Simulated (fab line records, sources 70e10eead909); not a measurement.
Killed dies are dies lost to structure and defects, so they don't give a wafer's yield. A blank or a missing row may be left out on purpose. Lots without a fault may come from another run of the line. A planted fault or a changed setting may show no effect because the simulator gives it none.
A struck lot beside a sound one | flow nand_harc | 14 steps out of a route of 1302
Sound: wafers L277.2, L277.3, L277.6. Struck: wafers L290.2, L290.3, L290.5. The cause comes at the end.
At each step with rows: each side's tool, then ch and its chambers, then its first start. Under that, the readings that differ: sound wafers | struck wafers | difference of the means | sigmas: that difference in standard deviations of wafers without a fault.
alike: readings whose means differ by less than 2 such deviations, and words and numbers that are the same on both sides. not compared: withheld readings, readings that some wafer has no value for, bounds like >300 that may hide the same value, and numbers for which the record gives no deviation and whose values overlap.
The two part at a step that has a row with sigmas, a row that says differs or no value, or rows on one side only. Numbers that don't overlap but have no deviation are shown without sigmas and don't part them. A reading that every wafer of one side lacks parts them only if that side has two wafers or more.

first, 2 steps without rows for these wafers: NHARC_A_CONTACT_ETCH_49 (etches the open film in N2/H2, target depth 260 nm, time 475.3 s); NHARC_A_CONTACT_ETCH_50 (etches the open film in CF4/CHF3, target depth 121 nm, time 60.5 s).
NHARC_A_CONTACT_ETCH_51: etches the open film in O2/COS, target depth 7000 nm, time 1820 s.
  sound on rie_diel-01 ch 1,2,3; struck on rie_diel-05 ch 0,1,3
  alike: bias_w, chamber_pressure_mTorr, drypump_motor_current_A, oes_product_au, rf_fwd_power_W, rf_vpp_V, showerhead_plenum_p_Torr, throttle_valve_pct
  not compared: rf_hours_counter_h
then, 1 step without rows for these wafers: NHARC_A_CONTACT_ETCH_111 (etches the open film in C4F8/O2/Ar, time 140 s, target depth 700 nm).
NHARC_A_CONTACT_ETCH_112: etches the open film in C4F8/O2/Ar, time 190 s, target depth 1850 nm.
  sound on har_cap_etch-02 ch 0,1, day 22 10:32; struck on har_cap_etch-02 ch 0,1, day 27 02:52
  alike: chamber_pressure_mTorr, oes_air_line_au
  not compared: rf_hours_counter_h
NHARC_A_CONTACT_ETCH_113: etches the open film in C4F8/O2/Ar, time 190 s, target depth 1850 nm.
  sound on har_cap_etch-02 ch 0,1, day 22 10:43; struck on har_cap_etch-02 ch 0,1, day 27 03:02
  alike: chamber_pressure_mTorr, oes_air_line_au
  not compared: rf_hours_counter_h
NHARC_A_CONTACT_ETCH_114: etches the open film in C4F8/O2/Ar, time 190 s, target depth 1850 nm.
  sound on har_cap_etch-02 ch 0,1, day 22 10:53; struck on har_cap_etch-02 ch 0,1, day 27 03:13
  alike: chamber_pressure_mTorr, oes_air_line_au
  not compared: rf_hours_counter_h
NHARC_A_CONTACT_ETCH_115: etches the open film in C4F8/O2/Ar, time 190 s, target depth 1850 nm.
  sound on har_cap_etch-02 ch 0,1, day 22 11:03; struck on har_cap_etch-02 ch 0,1, day 27 03:22
  alike: chamber_pressure_mTorr, oes_air_line_au
  not compared: rf_hours_counter_h
then, 4 steps without rows for these wafers: NHARC_A_CONTACT_ETCH_116 (etches the open film in C4F8/O2/Ar, time 190 s, target depth 1850 nm); NHARC_A_CONTACT_ETCH_117 (etches the open film in C4F8/O2/Ar, time 190 s, target depth 1850 nm); NHARC_A_CONTACT_ETCH_118 (etches the open film in C4F8/O2/Ar, time 190 s, target depth 1850 nm); NHARC_A_CONTACT_ETCH_119 (etches the open film in C4F8/O2/Ar, time 190 s, target depth 1850 nm).
NHARC_A_CONTACT_ETCH_120: etches the open film in C4F8/O2/Ar, time 190 s, target depth 1850 nm.
  sound on har_cap_etch-02 ch 0,1, day 22 11:55; struck on har_cap_etch-02 ch 0,1, day 27 04:14
  no value came back on the struck wafers for chamber_pressure_mTorr (mTorr), oes_air_line_au (a.u.); on the sound wafers chamber_pressure_mTorr (mTorr) reads 20.041 19.976 19.968
  not compared: rf_hours_counter_h
then, 1 step without rows for these wafers: NHARC_A_CONTACT_ETCH_121 (etches the open film in C4F8/O2/Ar, time 190 s, target depth 1850 nm).

WHERE THEY PART
Only at NHARC_A_CONTACT_ETCH_120, within this record.

WHY: what the simulator had put in
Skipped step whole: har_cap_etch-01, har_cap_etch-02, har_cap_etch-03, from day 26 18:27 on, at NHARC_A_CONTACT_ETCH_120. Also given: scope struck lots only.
